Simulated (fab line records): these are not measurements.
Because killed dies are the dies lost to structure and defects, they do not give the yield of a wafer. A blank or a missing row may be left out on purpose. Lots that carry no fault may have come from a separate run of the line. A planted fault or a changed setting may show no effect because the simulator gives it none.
Matching of chambers | flow n5_finfet | pecvd-04 running N5_BEOL_M11_DEP_56: 3 sister chambers
The step deposits SiCN from 3MS/NH3, target thk 30 nm, time 10.5 s. 27 wafers are shown with their chamber, then 12 later ones without.

WAFERS PAIRED WITH THEIR CHAMBERS
wafer  | chamber | showerhead_plenum_p_Torr (Torr) | throttle_valve_pct (%) | rf_fwd_power_W (W)
L076.2 | 1       | 4.174                           | 18.9                   | 666.6
L076.3 | 0       | 4.182                           | 18.2                   | 664.1
L076.5 | 2       | 4.145                           | 17.7                   | 664.7
L075.4 | 1       | 4.175                           | 18.3                   | 670.9
L075.5 | 2       | 4.154                           | 17.7                   | 665.1
L075.6 | 0       | 4.177                           | 18.1                   | 667.4
L077.4 | 1       | 4.173                           | 18.9                   | 667.0
L077.5 | 2       | 4.158                           | 17.7                   | 668.5
L077.6 | 0       | 4.190                           | 18.2                   | 667.1
L078.1 | 0       | 4.179                           | 18.1                   | 670.3
L078.3 | 1       | 4.180                           | 18.8                   | 664.7
L078.4 | 0       | 4.181                           | 18.2                   | 669.1
L079.2 | 1       | 4.168                           | 18.6                   | 668.0
L079.5 | 1       | 4.180                           | 18.7                   | 668.0
L079.6 | 0       | 4.180                           | 18.4                   | 662.5
L083.2 | 1       | 4.181                           | 18.5                   | 665.1
L083.3 | 0       | 4.183                           | 18.2                   | 668.0
L083.6 | 2       | 4.147                           | 17.6                   | 664.4
L081.3 | 0       | 4.174                           | 18.0                   | 669.1
L081.5 | 1       | 4.186                           | 18.7                   | 666.8
L081.6 | 0       | 4.177                           | 18.2                   | 666.9
L084.2 | 0       | 4.185                           | 18.2                   | 667.0
L084.3 | 2       | 4.143                           | 17.9                   | 665.8
L084.4 | 1       | 4.172                           | 18.7                   | 665.6
L085.1 | 1       | 4.180                           | 18.7                   | 667.8
L085.2 | 2       | 4.149                           | 18.1                   | 665.0
L085.3 | 0       | 4.198                           | 18.0                   | 664.6

SIGNATURES (averages over the wafers above)
reading                  | chamber 0 | chamber 1 | chamber 2 | scatter within a chamber
showerhead_plenum_p_Torr | 4.18236   | 4.17690   | 4.14933   | 0.00604
throttle_valve_pct       | 18.164    | 18.680    | 17.783    | 0.157
rf_fwd_power_W           | 666.918   | 667.050   | 665.583   | 1.99
Rule: a wafer lies at a distance from a chamber equal to the root of the sum of squares, over the readings, of (its reading less the chamber's mean, divided by the reading's scatter). The wafer belongs to the nearest chamber; if the next one is less than 2 further off, it can't be placed. The scatter is the square root of a quotient: the sum, over the shown wafers, of each reading's squared deviation from its chamber's mean, divided by wafers minus chambers.

WAFERS MISSING THEIR CHAMBER
wafer  | showerhead_plenum_p_Torr (Torr) | throttle_valve_pct (%) | rf_fwd_power_W (W)
L086.4 | 4.155                           | 17.8                   | 668.8
L086.5 | 4.150                           | 17.8                   | 664.5
L086.6 | 4.168                           | 18.8                   | 668.2
L090.2 | 4.179                           | 18.8                   | 667.1
L090.3 | 4.179                           | 17.9                   | 666.9
L090.4 | 4.155                           | 17.9                   | 663.9
L091.1 | 4.144                           | 17.8                   | 660.2
L091.3 | 4.172                           | 18.1                   | 661.8
L091.6 | 4.148                           | 17.9                   | 662.8
L094.1 | 4.173                           | 18.1                   | 668.7
L094.2 | 4.171                           | 18.4                   | 669.0
L094.3 | 4.152                           | 17.8                   | 667.5

THE CHAMBER EACH PASSED THROUGH
wafer  | from the rows above          | in truth
L086.4 | 2                            | 2
L086.5 | 2                            | 2
L086.6 | 1                            | 1
L090.2 | 1                            | 1
L090.3 | 0                            | 0
L090.4 | 2                            | 2
L091.1 | 2                            | 2
L091.3 | can't be placed: 0 or 1 or 2 | 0
L091.6 | 2                            | 2
L094.1 | 0                            | 0
L094.2 | can't be placed: 1 or 0      | 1
L094.3 | 2                            | 2
10 of 12 placed correctly. Unplaceable from these rows: 2, with the true chamber sitting among the candidates in 2. Placed wrongly: 0.
